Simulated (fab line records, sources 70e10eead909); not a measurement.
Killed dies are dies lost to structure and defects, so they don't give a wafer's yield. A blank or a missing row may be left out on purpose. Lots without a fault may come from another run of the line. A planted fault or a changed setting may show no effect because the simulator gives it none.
fab line records | flow nand_harc | part 1 of 2: steps 1 to 29 of 37
record lots=5 wafers=15 last_day=33
route steps=1302 shown P_M0@264 P_M1@285
lots that met no fault: from a run of the same line without faults
start_h: hours from the record's first day to the start of the lot's first wafer shown | wait_h: hours since the lot's step before | " the same as in the row above | L1.1+2: a row that stands for several wafers | - no value, or no start given | * or withheld: withheld | < > ~ a bound
route shown NAME@n: a module of which the file shows steps, and the number in the route of the first | usual: mean/standard deviation of fault-free wafers | same: alike in all rows | chamber/n: place in a boat | sites: the reading at each site | _std_site: their standard deviation | _edge_site: outer sites' mean less inner sites' | radius_mm: how far each site lies from the wafer's centre | mask NAME#n: copy n | behind: the tool/chamber that last shaped the wafer | hold: why the lot was held/for how many hours/how that ended | device: the transistor (n, p or np) that didn't switch | end of line: the same wafers' tests at the end of the route | a step without rows: its recipe alone | killed: dies lost to structure and defects at the first sort, not the wafer's yield | map: a wafer's dies, x killed, . not, _ none there
set.NAME: the setting as run; set.NAME@STEP: as run at that earlier step | model.NAME: the simulator's own value behind a step, which no gauge read
lots at some steps of the route; a table a step, a row a wafer
services: from which hour (start_h, from the record's first day; less than 0 if before it) a tool's chamber was out of use, for how many hours, and why
## steps
# step NHARC_P_M0_OVL_MEAS_10
# recipe pitch_nm=180
# usual overlay_x_nm=0.4/0.53 overlay_y_nm=0.2/0.91
# columns lot.wafer tool chamber start_h wait_h overlay_x_nm overlay_y_nm
L081.2 overlay-02 - 202.03 - 0.1 0.4
L081.3 " - " " -0.8 1.0
L081.6 " - " " -0.2 1.1
L082.2 overlay-02 - 206.11 - 0.8 -0.8
L082.3 " - " " 0.0 -0.5
L082.6 " - " " 0.7 -0.1
L087.2 overlay-02 - 247.07 - 0.6 0.4
L087.3 " - " " 1.2 0.6
L087.4 " - " " 0.9 0.6
L095.1 overlay-01 - 337.07 - 0.0 -0.5
L095.2 " - " " 0.5 -0.8
L095.6 " - " " 0.1 -0.7
L096.1 overlay-02 - 347.54 - -0.4 -0.5
L096.4 " - " " 0.1 0.7
L096.6 " - " " 0.1 0.1
# step NHARC_P_M0_INSPECT_11
# usual raw_defect_count=5.0/2.9
# columns lot.wafer tool chamber start_h wait_h raw_defect_count
L081.2 defect_inspect-01 - 202.07 0.0 5
L081.3 " - " " 6
L081.6 " - " " 4
L082.2 defect_inspect-01 - 206.15 0.0 6
L082.3 " - " " 4
L082.6 " - " " 4
L087.2 defect_inspect-01 - 247.11 0.0 5
L087.3 " - " " 5
L087.4 " - " " 5
L095.1 defect_inspect-01 - 337.11 0.0 9
L095.2 " - " " 5
L095.6 " - " " 5
L096.1 defect_inspect-02 - 347.58 0.0 2
L096.4 " - " " 8
L096.6 " - " " 6
# step NHARC_P_M0_DESCUM_14
# recipe time_s=3 o2_flow_sccm=200 ar_flow_sccm=0 bias_power_w=0 chemistry=O2
# usual drypump_motor_current_A=5.8/0.61 oes_product_au=1.001/0.013 rf_vpp_V=57.8/0.78 showerhead_plenum_p_Torr=1.94/0.071 throttle_valve_pct=11.311/0.0094
# columns lot.wafer tool chamber start_h wait_h drypump_motor_current_A oes_product_au rf_hours_counter_h rf_vpp_V showerhead_plenum_p_Torr throttle_valve_pct
L081.2 rie_diel-04 3 202.14 0.1 5.6 1.012 7 59.0 2.01 11.314
L081.3 " 1 " " 5.8 1.012 4 58.1 2.00 11.315
L081.6 " 3 " " 5.6 1.011 - 59.2 2.01 11.312
L082.2 rie_diel-02 3 206.21 0.1 6.7 1.009 52 57.1 1.92 11.313
L082.3 " 1 " " 6.6 1.008 48 58.0 1.82 11.309
L082.6 " 3 " " 6.7 1.011 - 56.6 1.92 11.312
L087.4 rie_diel-02 0 247.17 0.1 6.6 1.013 7 56.6 2.07 11.302
L087.3 " 1 " " 6.6 0.984 7 56.3 1.82 11.313
L087.2 " 2 " " 6.0 1.008 5 57.6 2.04 11.310
L095.1 rie_diel-07 2 337.17 0.1 6.6 1.009 7 57.7 2.00 11.317
L095.2 " 1 " " 4.9 0.969 0 57.8 1.87 11.334
L095.6 " 1 " " 4.9 0.980 - 57.3 1.87 11.322
L096.4 rie_diel-07 0 347.64 0.1 5.7 0.992 7 57.6 1.86 11.309
L096.1 " 3 " " 5.4 0.997 5 57.9 1.92 11.294
L096.6 " 1 " " 4.9 0.968 - 57.5 1.87 11.322
# step NHARC_P_M0_ETCH_34
# recipe target_depth_a=400 overetch_a=120 time_s=43.94 ion_energy_ev=200 n2_flow_sccm=150 h2_flow_sccm=150 ar_flow_sccm=0 rf_w=400 bias_w=150 chemistry=N2/H2
# usual drypump_motor_current_A=5.8/0.59 oes_product_au=1.001/0.012 rf_vpp_V=431.2/2.2 showerhead_plenum_p_Torr=2.07/0.075 throttle_valve_pct=14.171/0.0087
# columns lot.wafer tool chamber start_h wait_h drypump_motor_current_A oes_product_au rf_hours_counter_h rf_vpp_V showerhead_plenum_p_Torr throttle_valve_pct
L081.2 rie_diel-04 1 202.21 0.1 5.8 1.009 4 433.7 2.14 14.177
L081.3 " 0 " " 5.9 1.007 5 432.2 2.12 14.172
L081.6 " 2 " " 5.0 0.979 - 430.4 2.08 14.176
L082.3 rie_diel-02 2 206.31 0.1 6.0 0.988 49 433.7 2.18 14.172
L082.2 " 0 " " 6.6 1.013 45 426.1 1.88 14.171
L082.6 " 1 " " 6.6 0.994 - 426.3 1.94 14.179
L087.2 rie_diel-02 1 247.25 0.1 6.6 0.982 7 427.3 1.93 14.179
L087.4 " 2 " " 6.0 1.003 5 435.3 2.18 14.171
L087.3 " 3 " " 6.7 1.027 5 429.9 2.05 14.180
L095.2 rie_diel-07 3 337.27 0.1 5.4 0.998 4 430.8 2.05 14.174
L095.1 " 2 " " 6.7 1.004 7 432.0 2.14 14.185
L095.6 " 3 " " 5.4 1.003 - 431.1 2.05 14.165
L096.4 rie_diel-07 1 347.72 0.1 4.9 0.974 1 428.0 1.99 14.172
L096.1 " 0 " " 5.7 0.985 7 429.0 1.98 14.159
L096.6 " 1 " " 4.9 0.973 - 431.1 1.99 14.170
# step NHARC_P_M0_ETCH_15
# recipe target_depth_a=1500 overetch_a=150 time_s=82.5 c4f8_flow_sccm=withheld ar_flow_sccm=400 rf_w=600 bias_w=300 chemistry=C4F8/Ar
# usual oes_product_au=0.958/0.021 rf_vpp_V=441.5/2.3
# columns lot.wafer tool chamber start_h wait_h oes_product_au rf_hours_counter_h rf_vpp_V
L081.2 rie_diel-04 2 - - 0.946 6 440.1
L081.3 " 3 " " 0.963 7 444.1
L081.6 " 2 " " 0.938 - 441.6
L082.3 rie_diel-02 1 - - 0.930 48 438.6
L082.2 " 2 " " 0.924 49 444.4
L082.6 " 1 " " 0.936 - 436.4
L087.2 rie_diel-02 3 - - 1.006 5 440.5
L087.4 " 1 " " 0.948 7 437.1
L087.3 " 2 " " 0.986 5 444.6
L095.1 rie_diel-07 1 - - 0.930 0 441.5
L095.2 " 2 " " 0.953 7 443.5
L095.6 " 3 " " 0.936 - 440.6
L096.1 rie_diel-07 0 - - 0.936 8 439.3
L096.4 " 1 " " 0.925 1 439.5
L096.6 " 0 " " 0.931 - 438.9
# step NHARC_P_M0_CD_MEAS_16
# usual cd_nm=89.6/0.94
# columns lot.wafer tool chamber start_h wait_h cd_nm
L081.2 cd_sem-03 - 202.43 - 89.3
L081.3 " - " " 87.9
L081.6 " - " " 91.2
L082.2 cd_sem-02 - 206.52 - 89.0
L082.3 " - " " 88.5
L082.6 " - " " 90.4
L087.2 cd_sem-03 - 247.47 - 88.1
L087.3 " - " " 88.8
L087.4 " - " " 90.0
L095.1 cd_sem-02 - 337.51 - 89.9
L095.2 " - " " 90.6
L095.6 " - " " 90.5
L096.1 cd_sem-02 - 348.52 - 89.2
L096.4 " - " " 90.1
L096.6 " - " " 89.8
# step NHARC_P_M0_STRIP_18
# recipe power_w=1000 n2_flow_sccm=150 h2_flow_sccm=150 ar_flow_sccm=0 bias_w=0 chemistry=N2/H2
# usual drypump_motor_current_A=6.0/0.61 oes_product_au=1.003/0.012 rf_vpp_V=90.7/0.94 showerhead_plenum_p_Torr=2.07/0.091 throttle_valve_pct=14.171/0.0089
# columns lot.wafer tool chamber start_h wait_h drypump_motor_current_A oes_product_au rf_hours_counter_h rf_vpp_V showerhead_plenum_p_Torr throttle_valve_pct
L081.2 rie_diel-04 2 202.50 0.1 5.0 0.974 6 91.1 2.08 14.166
L081.3 " 0 " " 5.9 0.985 5 91.0 2.12 14.148
L081.6 " 2 " " 5.0 0.981 - 91.8 2.08 14.166
L082.2 rie_diel-02 3 206.59 0.1 6.7 1.012 52 90.7 2.05 14.155
L082.3 " 1 " " 6.6 1.002 48 89.9 1.94 14.184
L082.6 " 0 " " 6.7 1.005 - 89.5 1.88 14.166
L087.3 rie_diel-04 2 247.54 0.1 5.0 0.985 23 92.6 2.07 14.168
L087.2 " 0 " " 5.9 1.009 20 89.9 2.11 14.157
L087.4 " 1 " " 5.8 1.007 21 90.3 2.13 14.180
L095.1 rie_diel-04 0 337.64 0.1 5.9 1.019 52 91.3 2.10 14.167
L095.2 " 1 " " 5.8 0.994 50 91.0 2.12 14.166
L095.6 " 2 " " 5.0 0.997 - 91.4 2.06 14.166
L096.1 rie_diel-04 1 348.59 0.1 5.9 1.006 53 90.8 2.12 14.165
L096.4 " 3 " " 5.6 1.013 60 90.8 2.13 14.182
L096.6 " 2 " " 5.0 1.000 - 91.6 2.06 14.169
# step NHARC_P_M0_STRIP_19
# recipe time_s=600 temp_c=30 chemistry=post_etch_residue_remover
# usual temp_c=30.00/0.11
# columns lot.wafer tool chamber start_h wait_h temp_c
L081.2 wet_bench-09 0 202.78 - 30.09
L081.3 " 1 " " 29.94
L081.6 " 4 " " 29.97
L082.6 wet_bench-09 6 206.86 - 29.94
L082.3 " 0 " " 29.80
L082.2 " 1 " " 29.97
L087.2 wet_bench-09 2 247.82 - 30.17
L087.4 " 4 " " 29.78
L087.3 " 7 " " 30.13
L095.2 wet_bench-05 0 337.87 - 30.06
L095.6 " 2 " " 30.05
L095.1 " 3 " " 30.07
L096.6 wet_bench-09 6 348.87 - 30.01
L096.1 " 2 " " 30.05
L096.4 " 3 " " 30.20
# step NHARC_P_M0_DEGAS_28
# recipe temp_c=250 time_s=60
# usual heater_power_w=339/27
# columns lot.wafer tool chamber start_h wait_h heater_power_w
L081.3 pvd_sputter-01 - 203.04 - 337
L081.2 " - " " 354
L081.6 " - " " 373
L082.2 pvd_sputter-01 - 207.14 - 370
L082.3 " - " " 317
L082.6 " - " " 336
L087.3 pvd_sputter-02 - 248.08 - 313
L087.4 " - " " 385
L087.2 " - " " 368
L095.2 pvd_sputter-03 - 338.13 - 294
L095.1 " - " " 333
L095.6 " - " " 299
L096.4 pvd_sputter-02 - 349.15 - 374
L096.1 " - " " 373
L096.6 " - " " 374
# step NHARC_P_M0_PRE_CLEAN_29
# recipe time_s=30 temp_c=280 gas=H2/He
# usual heater_power_w=415/35
# columns lot.wafer tool chamber start_h wait_h heater_power_w
L081.2 pvd_sputter-01 - - - 425
L081.3 " - " " 405
L081.6 " - " " 472
L082.3 pvd_sputter-01 - - - 411
L082.2 " - " " 473
L082.6 " - " " 391
L087.4 pvd_sputter-02 - - - 445
L087.2 " - " " 374
L087.3 " - " " 454
L095.1 pvd_sputter-03 - - - 369
L095.2 " - " " 393
L095.6 " - " " 367
L096.1 pvd_sputter-02 - - - 462
L096.4 " - " " 472
L096.6 " - " " 389
# step NHARC_P_M0_PVD_20
# recipe target_thk_a=50 bias_v=168.6 power_w=15000 chamber_pressure_pa=0.12 time_s=8.06 substrate_temp_c=50 material=TaN
# usual throttle_valve_pct=29.9/1.3
# columns lot.wafer tool chamber start_h wait_h throttle_valve_pct
L081.2 pvd_sputter-01 - - - 30.2
L081.3 " - " " 27.7
L081.6 " - " " 28.1
L082.3 pvd_sputter-01 - - - 30.6
L082.2 " - " " 27.8
L082.6 " - " " 29.2
L087.2 pvd_sputter-02 - - - 27.0
L087.4 " - " " 30.2
L087.3 " - " " 30.7
L095.2 pvd_sputter-03 - - - 32.1
L095.1 " - " " 30.3
L095.6 " - " " 32.4
L096.4 pvd_sputter-02 - - - 30.6
L096.1 " - " " 29.6
L096.6 " - " " 30.3
# step NHARC_P_M0_PVD_21
# recipe target_thk_a=300 chamber_pressure_pa=5 power_w=5000 substrate_temp_c=30 time_s=20.49 material=Cu
# usual throttle_valve_pct=29.8/1.3
# columns lot.wafer tool chamber start_h wait_h throttle_valve_pct
L081.3 pvd_sputter-01 - - - 29.5
L081.2 " - " " 30.4
L081.6 " - " " 29.1
L082.2 pvd_sputter-01 - - - 30.3
L082.3 " - " " 28.0
L082.6 " - " " 27.7
L087.4 pvd_sputter-02 - - - 26.8
L087.3 " - " " 30.3
L087.2 " - " " 30.1
L095.1 pvd_sputter-03 - - - 32.3
L095.2 " - " " 30.4
L095.6 " - " " 31.8
L096.4 pvd_sputter-02 - - - 27.6
L096.1 " - " " 30.4
L096.6 " - " " 29.6
# step NHARC_P_M0_ECD_22
# recipe target_thk_a=4000 bath_temp_c=25 material=Cu
# columns lot.wafer tool chamber start_h wait_h
L081.2+3+6 ecd_cu-01 1,0,0 203.40 -
L082.2+3+6 ecd_cu-01 1,0,1 207.54 -
L087.2+4+3 ecd_cu-01 1,1,0 248.45 -
L095.1+2+6 ecd_cu-02 1,0,0 338.49 -
L096.1+4+6 ecd_cu-02 1,0,1 349.56 -
# step NHARC_P_M0_ANNEAL_30
# recipe temp_c=225 time_s=90
# usual wafer_temp_C_max=226.2/0.33
# columns lot.wafer tool chamber start_h wait_h wafer_temp_C_max
L081.2 rtp_anneal-02 0 203.83 0.4 226.7
L081.3 " 0 " " 226.7
L081.6 " 0 " " 226.1
L082.2 rtp_anneal-02 0 207.92 0.3 226.5
L082.3 " 0 " " 226.2
L082.6 " 0 " " 226.4
L087.2 rtp_anneal-02 0 248.88 0.4 226.0
L087.3 " 0 " " 226.3
L087.4 " 0 " " 226.3
L095.1 rtp_anneal-01 0 338.87 - 226.0
L095.2 " 0 " " 226.1
L095.6 " 0 " " 226.1
L096.1 rtp_anneal-01 0 349.92 0.3 226.4
L096.4 " 0 " " 226.2
L096.6 " 0 " " 225.8
# step NHARC_P_M0_CMP_23
# recipe t_overpolish_s=20 target_thk_nm=117.54
# usual motor_current_A=11.9/1.1 time_to_endpoint_s=28/3.2
# columns lot.wafer tool chamber start_h wait_h motor_current_A time_to_endpoint_s
L081.2 cmp-01 3 204.13 - 11.7 24
L081.3 " 1 " " 11.0 30
L081.6 " 3 " " 11.7 24
L082.2 cmp-03 2 208.22 - 11.1 26
L082.3 " 3 " " 12.0 25
L082.6 " 2 " " 11.9 26
L087.3 cmp-04 1 249.21 - 10.9 30
L087.4 " 2 " " 11.3 29
L087.2 " 3 " " 12.9 27
L095.1 cmp-03 3 339.53 - 12.5 28
L095.2 " 1 " " 12.5 28
L095.6 " 0 " " 11.8 32
L096.4 cmp-04 0 350.32 - 14.4 36
L096.1 " 1 " " 10.6 25
L096.6 " 2 " " 11.1 27
# step NHARC_P_M0_THK_MEAS_24
# recipe thk_meas_gauge=xrf
# usual thk_nm=117.3/1.7
# columns lot.wafer tool chamber start_h wait_h thk_nm
L081.2 film_metro-02 - 204.45 - 113.9
L081.3 " - " " 117.8
L081.6 " - " " 118.1
L082.2 film_metro-02 - 208.53 - 117.7
L082.3 " - " " 116.7
L082.6 " - " " 115.9
L087.2 film_metro-02 - 249.49 - 120.1
L087.3 " - " " 119.1
L087.4 " - " " 116.7
L095.1 film_metro-01 - 339.85 - 114.5
L095.2 " - " " 115.3
L095.6 " - " " 117.2
L096.1 film_metro-02 - 350.58 - 117.9
L096.4 " - " " 120.2
L096.6 " - " " 117.1
# step NHARC_P_M0_SRD_25
# columns lot.wafer tool chamber start_h wait_h
L081.6+3+2 wet_bench-08 3,4,6 204.49 0.0
L082.2+6+3 wet_bench-10 5,7,0 208.58 0.0
L087.3+4+2 wet_bench-08 5,6,7 249.53 0.0
L095.6+2+1 wet_bench-08 6,7,1 339.90 0.0
L096.4+1+6 wet_bench-10 3,5,6 350.62 0.0
# step NHARC_P_M0_INSPECT_27
# usual raw_defect_count=284/120
# columns lot.wafer tool chamber start_h wait_h raw_defect_count
L081.2 defect_inspect-02 - 204.60 0.0 177
L081.3 " - " " 254
L081.6 " - " " 354
L082.2 defect_inspect-01 - 208.69 0.0 199
L082.3 " - " " 161
L082.6 " - " " 195
L087.2 defect_inspect-01 - 249.65 0.0 181
L087.3 " - " " 212
L087.4 " - " " 407
L095.1 defect_inspect-01 - 340.00 0.0 314
L095.2 " - " " 242
L095.6 " - " " 266
L096.1 defect_inspect-01 - 350.74 0.0 503
L096.4 " - " " 325
L096.6 " - " " 229
# step NHARC_P_M0_PRE_CLEAN_31
# recipe time_s=12 temp_c=370 rf_power_w=300 gas=NH3
# usual heater_power_w=640/78
# columns lot.wafer tool chamber start_h wait_h heater_power_w
L081.2 pecvd-02 0 204.67 0.1 537
L081.3 " 1 " " 826
L081.6 " 0 " " 553
L082.3 pecvd-02 2 208.76 0.1 631
L082.2 " 0 " " 519
L082.6 " 2 " " 633
L087.3 pecvd-02 1 249.72 0.1 834
L087.2 " 2 " " 580
L087.4 " 2 " " 577
L095.1 pecvd-03 0 340.07 0.1 694
L095.2 " 2 " " 640
L095.6 " 2 " " 647
L096.1 pecvd-03 0 350.82 0.1 690
L096.6 " 2 " " 576
L096.4 " 0 " " 695
# step NHARC_P_M0_DEP_32
# recipe target_thk_a=300 temp_c=370 target_thk_nm=30 pressure_torr=3 flow_sccm=200 rf_w=450 material=SiCN
# usual heater_power_w=589/76
# columns lot.wafer tool chamber start_h wait_h heater_power_w
L081.2 pecvd-02 0 204.75 0.1 472
L081.3 " 1 " " 755
L081.6 " 0 " " 488
L082.3 pecvd-02 2 208.84 0.1 525
L082.2 " 0 " " 469
L082.6 " 2 " " 512
L087.3 pecvd-02 1 249.79 0.1 760
L087.2 " 2 " " 564
L087.4 " 2 " " 550
L095.1 pecvd-03 0 340.15 0.1 568
L095.2 " 2 " " 525
L095.6 " 2 " " 528
L096.1 pecvd-03 0 350.93 0.1 578
L096.6 " 2 " " 567
L096.4 " 0 " " 579
# step NHARC_P_M1_DEP_00
# recipe target_thk_a=1825 target_thk_nm=182.5 temp_c=withheld pressure_torr=5 flow_sccm=200 rf_w=600 material=SiOC
# columns lot.wafer tool chamber start_h wait_h
L081.3+2+6 pecvd-04 0,1,2 205.21 -
L082.3+2+6 pecvd-04 0,2,0 209.25 -
L087.2+3+4 pecvd-02 0,1,2 - -
L095.2+1+6 pecvd-02 0,1,1 340.73 -
L096.1+4+6 pecvd-03 1,2,1 - -
# step NHARC_P_M1_DEHYDRATE_01
# recipe temp_c=150 time_s=120
# columns lot.wafer tool chamber start_h wait_h
L081.2+3+6 litho_track-06 0 205.57 -
L082.2+3+6 litho_track-01 0 209.66 -
L087.2+3+4 litho_track-04 0 250.77 -
L095.1+2+6 litho_track-04 0 341.09 -
L096.1+4+6 litho_track-01 0 351.68 -
# step NHARC_P_M1_HMDS_02
# recipe time_s=30
# columns lot.wafer tool chamber start_h wait_h
L081.2+3+6 litho_track-06 0 - -
L082.2+3+6 litho_track-01 0 - -
L087.2+3+4 litho_track-04 0 - -
L095.1+2+6 litho_track-04 0 - -
L096.1+4+6 litho_track-01 0 - -
# step NHARC_P_M1_COAT_34
# recipe temp_c=200 time_s=65
# columns lot.wafer tool chamber start_h wait_h
L081.2+3+6 litho_track-06 0 - -
L082.2+3+6 litho_track-01 0 - -
L087.2+3+4 litho_track-04 0 - -
L095.1+2+6 litho_track-04 0 - -
L096.1+4+6 litho_track-01 0 - -
# step NHARC_P_M1_COAT_03
# recipe spin_rpm=1500 resist_thk_nm=90
# columns lot.wafer tool chamber start_h wait_h
L081.2+3+6 litho_track-06 0 - -
L082.2+3+6 litho_track-01 0 - -
L087.2+3+4 litho_track-04 0 - -
L095.1+2+6 litho_track-04 0 - -
L096.1+4+6 litho_track-01 0 - -
# step NHARC_P_M1_SOFTBAKE_04
# recipe temp_c=105 time_s=55
# columns lot.wafer tool chamber start_h wait_h
L081.2+3+6 litho_track-06 0 - -
L082.2+3+6 litho_track-01 0 - -
L087.2+3+4 litho_track-04 0 - -
L095.1+2+6 litho_track-04 0 - -
L096.1+4+6 litho_track-01 0 - -
# step NHARC_P_M1_EBR_05
# columns lot.wafer tool chamber start_h wait_h
L081.2+3+6 litho_track-06 0 - -
L082.2+3+6 litho_track-01 0 - -
L087.2+3+4 litho_track-04 0 - -
L095.1+2+6 litho_track-04 0 - -
L096.1+4+6 litho_track-01 0 - -
# step NHARC_P_M1_EXPOSE_06
# recipe na=1.35 target_cd_nm=130 dose_mj=81.88 mask_id=P_M1
# usual reticle_temp_C=22.98/0.1
# same na=1.35
# columns lot.wafer tool chamber start_h wait_h mask reticle_temp_C
L081.2 arfi_scanner-03 0 205.86 - P_M1#0 22.94
L081.3 " 0 " " P_M1#0 23.00
L081.6 " 0 " " P_M1#0 23.08
L082.2 arfi_scanner-03 0 209.82 - P_M1#0 22.87
L082.3 " 0 " " P_M1#0 22.94
L082.6 " 0 " " P_M1#0 22.77
L087.2 arfi_scanner-02 0 251.07 - P_M1#0 23.01
L087.3 " 0 " " P_M1#0 23.01
L087.4 " 0 " " P_M1#0 22.97
L095.1 arfi_scanner-01 0 341.25 - P_M1#0 23.11
L095.2 " 0 " " P_M1#0 23.01
L095.6 " 0 " " P_M1#0 22.99
L096.1 arfi_scanner-02 0 351.97 - P_M1#0 22.83
L096.4 " 0 " " P_M1#0 23.00
L096.6 " 0 " " P_M1#0 22.85
# step NHARC_P_M1_PEB_07
# recipe peb_temp_c=100 peb_time_s=65
# columns lot.wafer tool chamber start_h wait_h
L081.2+3+6 litho_track-01 0 205.92 0.1
L082.2+3+6 litho_track-06 0 209.88 0.1
L087.2+3+4 litho_track-01 0 251.12 0.1
L095.1+2+6 litho_track-01 0 341.31 0.1
L096.1+4+6 litho_track-04 0 352.03 0.1
